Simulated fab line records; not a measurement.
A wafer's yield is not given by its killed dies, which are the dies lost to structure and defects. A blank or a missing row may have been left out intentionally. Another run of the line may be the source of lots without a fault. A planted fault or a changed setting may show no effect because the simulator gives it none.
Chamber matching	flow n5 finfet	rie diel-02 running N5_GATE_CUT_DESCUM_18: 4 sister chambers
The step chemistry O2, time 7 s. 4 wafers are shown with their chamber, then 7 later ones without.

== WAFERS, EACH WITH ITS CHAMBER ==
wafer	chamber	showerhead plenum p Torr (Torr)
L086.5	3	2.12
L086.6	0	2.13
L088.1	2	2.03
L088.3	1	2.23

== WAFERS WHOSE CHAMBER IS MISSING ==
wafer	showerhead plenum p Torr (Torr)
L088.6	2.23
L089.2	2.23
L089.3	2.13
L089.6	2.02
L093.1	2.02
L093.4	2.11
L093.6	2.02

== EACH ONE'S CHAMBER ==
wafer	from the rows above	in truth
L088.6	1	1
L089.2	1	1
L089.3	can't be placed: 0 or 3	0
L089.6	2	2
L093.1	2	2
L093.4	can't be placed: 3 or 0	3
L093.6	2	2
Correctly placed: 5 of 7. These rows do not allow placing 2 (true chamber among the candidates in 2). 0 placed wrongly.
How it was worked out, from the rows above alone: a wafer's distance from a chamber is the root of the sum, over the readings, of the square of ((its reading less the chamber's mean) divided by the reading's scatter). The wafer belongs to the nearest chamber; if the next one is less than 2 further off, it can't be placed. For every chamber, the mean is computed from those of its wafers that are shown. The scatter: with one shown wafer a chamber, the root of the mean of the squares of how far each hidden wafer lies from its nearest shown one.
